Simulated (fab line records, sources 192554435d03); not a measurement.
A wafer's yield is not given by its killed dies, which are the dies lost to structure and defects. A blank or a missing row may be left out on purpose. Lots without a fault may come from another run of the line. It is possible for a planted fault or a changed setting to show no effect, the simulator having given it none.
What tool caused it? -- flow n5 finfet -- 26 wafers from 9 lots sampled at 7 of the route's 1938 steps

== WHAT EACH GAUGE READ, for each wafer ==
N5_BEOL_M9_OCD_MEAS_38. Usual: trench depth nm reads 150.8 nm (standard deviation 2.5).
lot,measured,on,trench depth nm (nm),flag
L221,day 9 18:06,ocd-01,149.7 155.1,
L222,day 9 20:58,ocd-02,152.2 148.1 149.0,
L227,day 11 00:40,ocd-02,153.7 149.5 149.3,
L232,day 12 19:05,ocd-01,147.0 146.3 147.1,
L236,day 13 01:00,ocd-01,146.0 149.9 136.4,
L239,day 13 21:41,ocd-01,151.0 153.7 148.6,
L241,day 14 17:23,ocd-02,155.4 155.4 154.1,
L243,day 15 00:16,ocd-02,149.3 148.9 151.9,
L244,day 15 05:44,ocd-01,150.4 154.8 154.5,

N5_BEOL_M9_THK_MEAS_53: measures by xrf. Usual: M9_THK typically reads 139.0 nm, with standard deviation 3.
lot,measured,on,M9_THK (nm),flag
L221,day 9 21:10,film metro-01,139.0 146.6,
L222,day 9 23:51,film metro-01,139.7 135.8 136.4,
L227,day 11 02:49,film metro-02,139.4 136.3 135.1,
L232,day 12 21:28,film metro-01,138.1 138.6 137.1,
L236,day 13 03:38,film metro-01,134.5 137.0 124.3,
L239,day 14 00:37,film metro-02,137.6 141.5 137.6,
L241,day 14 20:10,film metro-01,146.4 142.9 144.5,
L243,day 15 04:09,film metro-01,138.5 136.2 141.4,
L244,day 15 08:47,film metro-02,137.8 142.0 141.2,

N5_BEOL_M9_RS_MEAS_57: uses a four-point probe to measure. Usual: M9_RS typically reads 0.151 ohm/sq, with standard deviation 0.0033.
lot,measured,on,M9_RS (ohm/sq),flag
L221,day 9 21:18,film metro-01,0.152 0.144,
L222,day 9 23:59,film metro-01,0.150 0.156 0.155,
L227,day 11 02:57,film metro-02,0.149 0.152 0.154,
L232,day 12 21:37,film metro-02,0.153 0.153 0.155,
L236,day 13 03:46,film metro-01,0.158 0.154 0.172,OFF
L239,day 14 00:45,film metro-02,0.153 0.149 0.153,
L241,day 14 20:19,film metro-02,0.144 0.147 0.146,
L243,day 15 04:17,film metro-01,0.154 0.156 0.149,
L244,day 15 08:56,film metro-02,0.152 0.147 0.148,

== WHAT TOOL EACH LOT RAN ON (gives the tool, then ch and the chambers of the sampled wafers, and finally the start) ==
lot,N5_BEOL_M9_HM_DEP_02,N5_BEOL_M9_DESCUM_16,N5_BEOL_M9_DESCUM_33,N5_BEOL_M9_TRENCH_ETCH_37
L221,"pvd sputter-03, day 9 15:35","rie diel-01 ch 1,3, day 9 16:38","rie diel-01 ch 0,3, day 9 17:38","rie diel-01 ch 0,3, day 9 17:56"
L222,"pvd sputter-03, day 9 18:32","rie diel-01 ch 1,2,3, day 9 19:07","rie diel-03 ch 0,1, day 9 20:31","rie diel-03 ch 0,1, day 9 20:48"
L227,"pvd sputter-02, day 10 22:45","rie diel-01 ch 0,3, day 10 23:20","rie diel-01 ch 1,3, day 11 00:13","rie diel-01 ch 1,3, day 11 00:29"
L232,"pvd sputter-01, day 12 16:49","rie diel-01 ch 0,1,3, day 12 17:24","rie diel-03 ch 0,1, day 12 18:38","rie diel-03 ch 0,1, day 12 18:55"
L236,"pvd sputter-02, day 12 22:58","rie diel-02 ch 2,3, day 12 23:28","rie diel-03 ch 0,1,2, day 13 00:32","rie diel-03 ch 0,1,2, day 13 00:49"
L239,"pvd sputter-03, day 13 19:25","rie diel-01 ch 0,1,3, day 13 20:00","rie diel-01 ch 0,1,3, day 13 21:14","rie diel-01 ch 0,1,3, day 13 21:31"
L241,"pvd sputter-03, day 14 15:13","rie diel-03 ch 0,3, day 14 15:40","rie diel-01 ch 0, day 14 16:43","rie diel-01 ch 0, day 14 17:08"
L243,"pvd sputter-02, day 14 21:59","rie diel-03 ch 2,3, day 14 22:42","rie diel-02 ch 0,3, day 14 23:48","rie diel-02 ch 0,3, day 15 00:05"
L244,"pvd sputter-01, day 15 03:22","rie diel-01 ch 0,2,3, day 15 03:56","rie diel-01 ch 0,3, day 15 05:17","rie diel-01 ch 0,3, day 15 05:34"
- N5_BEOL_M9_HM_DEP_02: deposits TiN, target thk 20 nm.
- N5_BEOL_M9_DESCUM_16: chemistry O2, time 7.9 s.
- N5_BEOL_M9_DESCUM_33: chemistry O2, time 7 s.
- N5_BEOL_M9_TRENCH_ETCH_37: etches SiCOH lowk in C4F6/O2, target depth 151.43 nm, time 49 s.

== AS READ BY THE TOOLS THEMSELVES (means over the sampled wafers that have a number; for cases with no such wafer, the mark the record gives instead) ==
N5_BEOL_M9_HM_DEP_02. Usual: chamber pressure pa 0.5000 Pa, standard deviation 0.001; throttle valve pct 29.6 %, standard deviation 0.95.
lot,tool,chamber pressure pa (Pa),throttle valve pct (%),flag
L221,pvd sputter-03,0.4995,30.3,
L222,pvd sputter-03,0.4998,30.4,
L227,pvd sputter-02,0.5005,30.4,
L232,pvd sputter-01,0.5002,29.3,
L236,pvd sputter-02,0.5006,30.2,
L239,pvd sputter-03,0.4992,28.9,
L241,pvd sputter-03,0.5002,29.9,
L243,pvd sputter-02,0.5002,30.3,
L244,pvd sputter-01,0.5002,28.9,

N5_BEOL_M9_DESCUM_16. Usual: drypump motor current A 5.9 A, standard deviation 0.45; o2 flow sccm 225.1 sccm, standard deviation 0.68; oes product au 0.77 a.u., standard deviation 0.075; rf vpp V 243.6 V, standard deviation 1.3; showerhead plenum p Torr 2.13 Torr, standard deviation 0.061; throttle valve pct 20.39 %, standard deviation 0.18.
lot,tool,drypump motor current A (A),o2 flow sccm (sccm),oes product au (a.u.),rf vpp V (V),showerhead plenum p Torr (Torr),throttle valve pct (%),flag
L221,rie diel-01,6.1,224.7,0.80,243.8,2.17,20.44,
L222,rie diel-01,6.0,225.1,0.77,244.0,2.16,20.35,
L227,rie diel-01,6.0,226.3,0.83,243.3,2.10,20.34,
L232,rie diel-01,6.0,224.8,0.80,243.4,2.14,20.41,
L236,rie diel-02,6.1,225.6,0.76,243.7,2.11,20.46,
L239,rie diel-01,6.0,225.2,0.80,244.3,2.14,20.42,
L241,rie diel-03,6.4,225.5,0.71,243.1,2.11,20.62,
L243,rie diel-03,5.6,224.9,0.74,244.6,2.11,20.53,
L244,rie diel-01,5.9,224.5,0.74,243.2,2.11,20.35,

N5_BEOL_M9_DESCUM_33. Usual: drypump motor current A 5.9 A, standard deviation 0.45; o2 flow sccm 225.0 sccm, standard deviation 0.66; oes product au 0.77 a.u., standard deviation 0.075; rf vpp V 243.6 V, standard deviation 1.1; showerhead plenum p Torr 2.13 Torr, standard deviation 0.059; throttle valve pct 20.38 %, standard deviation 0.18.
lot,tool,drypump motor current A (A),o2 flow sccm (sccm),oes product au (a.u.),rf vpp V (V),showerhead plenum p Torr (Torr),throttle valve pct (%),flag
L221,rie diel-01,6.0,225.6,0.80,242.9,2.10,20.37,
L222,rie diel-03,6.5,225.2,0.75,243.4,2.13,20.48,
L227,rie diel-01,6.2,225.1,0.76,243.8,2.14,20.48,
L232,rie diel-03,6.3,224.7,0.73,243.4,2.13,20.47,
L236,rie diel-03,5.9,225.2,0.76,243.1,2.09,20.37,
L239,rie diel-01,6.0,225.4,0.79,244.3,2.14,20.42,
L241,rie diel-01,5.8,225.6,0.84,243.5,2.09,20.30,
L243,rie diel-02,5.4,225.2,0.88,245.1,2.20,20.20,
L244,rie diel-01,6.0,224.8,0.78,243.0,2.09,20.38,

N5_BEOL_M9_TRENCH_ETCH_37. Usual: O2_flow_sccm 10.00 sccm, standard deviation 0.031; drypump motor current A 5.9 A, standard deviation 0.45; oes product au 0.77 a.u., standard deviation 0.076; rf fwd power W 341.6 W, standard deviation 1.5; rf vpp V 670 V, standard deviation 16; showerhead plenum p Torr 2.89 Torr, standard deviation 0.07; throttle valve pct 20.89 %, standard deviation 0.17.
lot,tool,O2_flow_sccm (sccm),drypump motor current A (A),oes product au (a.u.),rf fwd power W (W),rf vpp V (V),showerhead plenum p Torr (Torr),throttle valve pct (%),flag
L221,rie diel-01,10.00,6.0,0.81,343.2,664,2.85,20.89,
L222,rie diel-03,10.05,6.6,0.75,340.8,654,2.91,21.13,
L227,rie diel-01,10.00,6.2,0.75,341.7,671,2.87,20.86,
L232,rie diel-03,10.02,6.3,0.71,340.7,656,2.94,21.18,
L236,rie diel-03,9.98,5.9,0.74,320.6,680,2.88,21.06,OFF
L239,rie diel-01,10.00,6.0,0.78,342.5,671,2.89,20.91,
L241,rie diel-01,10.07,5.8,0.84,341.9,664,2.88,20.99,
L243,rie diel-02,9.97,5.4,0.88,341.7,647,2.98,20.70,
L244,rie diel-01,9.99,6.0,0.79,343.8,664,2.85,20.97,

== THE ANSWER, worked out from the rows above alone ==
Rule: take the mean of a lot's wafers that have a number; if it is more than 3 standard deviations from the usual mean, the lot is off. Also off: a lot with no number at a reading for which 4 or more lots have one. Where the step has rows for the other lots, those lots are counted as sound. Order of review: gauges by route order, followed by the tools' own readings, for which a lot's mean as printed above is used. The first step at which some lot is off is used, and at that step the reading that is off furthest; a lot without a number counts as furthest.
Off: L236, seen at N5_BEOL_M9_RS_MEAS_57 (M9_RS).
If a tool, at a process step before that reading, ran all the lots that are off and no sound lot after the first of them, it fits. The gauges at N5_BEOL_M9_RS_MEAS_57 aren't tried: what is off there is off at N5_BEOL_M9_TRENCH_ETCH_37 too, on other tools, and a gauge's error can't cause that. Can't be told from this: 2 tools fit, rie diel-02 at N5_BEOL_M9_DESCUM_16, rie diel-03 at N5_BEOL_M9_DESCUM_33 and N5_BEOL_M9_TRENCH_ETCH_37.

== WHAT THE SIMULATOR HAD INSERTED ==
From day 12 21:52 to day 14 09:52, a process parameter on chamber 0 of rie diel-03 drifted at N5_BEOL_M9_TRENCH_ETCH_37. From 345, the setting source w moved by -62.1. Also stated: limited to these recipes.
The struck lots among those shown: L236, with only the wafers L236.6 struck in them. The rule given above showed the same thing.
